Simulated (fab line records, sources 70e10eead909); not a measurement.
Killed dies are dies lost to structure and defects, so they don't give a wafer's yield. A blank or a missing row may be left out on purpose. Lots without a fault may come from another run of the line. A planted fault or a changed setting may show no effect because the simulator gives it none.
Chamber matching | flow nand_harc | NHARC_A_STAIRCASE_DESCUM_168 on rie_diel-03: 4 sister chambers
The step chemistry O2, time 3 s. 8 wafers are shown with their chamber, then 12 later ones without.

WAFERS WITH THEIR CHAMBER
wafer  | chamber | showerhead_plenum_p_Torr (Torr) | oes_product_au (a.u.)
L074.2 | 1       | 1.97                            | 1.010
L078.3 | 1       | 1.96                            | 1.012
L083.1 | 0       | 1.88                            | 0.980
L083.2 | 3       | 2.07                            | 0.999
L083.3 | 2       | 1.98                            | 0.982
L085.2 | 3       | 2.07                            | 0.991
L085.3 | 2       | 1.98                            | 0.985
L085.4 | 0       | 1.88                            | 0.982

WAFERS WITHOUT THEIR CHAMBER
wafer  | showerhead_plenum_p_Torr (Torr) | oes_product_au (a.u.)
L088.2 | 1.88                            | 1.000
L088.5 | 1.96                            | 1.006
L088.6 | 1.98                            | 1.001
L089.1 | 1.95                            | 1.014
L089.2 | 2.06                            | 0.989
L089.6 | 1.88                            | 0.984
L091.2 | 2.06                            | 0.987
L091.3 | 1.88                            | 0.983
L091.6 | 1.98                            | 0.985
L092.2 | 2.06                            | 0.978
L092.3 | 1.98                            | 0.996
L092.6 | 1.98                            | 0.990

WHICH CHAMBER EACH WENT THROUGH
wafer  | from the rows above     | in truth
L088.2 | 0                       | 0
L088.5 | 1                       | 1
L088.6 | can't be placed: 1 or 2 | 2
L089.1 | 1                       | 1
L089.2 | 3                       | 3
L089.6 | 0                       | 0
L091.2 | 3                       | 3
L091.3 | 0                       | 0
L091.6 | 2                       | 2
L092.2 | 3                       | 3
L092.3 | 2                       | 2
L092.6 | 2                       | 2
Placed correctly: 11 of 12. Can't be placed from these rows: 1 (the true chamber is among the candidates in 1). Placed wrongly: 0.
How it was worked out, from the rows above alone: a wafer's distance from a chamber is the root of the sum, over the readings, of the square of ((its reading less the chamber's mean) divided by the reading's scatter). The wafer belongs to the nearest chamber; if the next one is less than 2 further off, it can't be placed. A chamber's mean is the mean of its shown wafers. The scatter: the root of (the sum of the squares of (reading less its chamber's mean) over the shown wafers, divided by (wafers less chambers)).
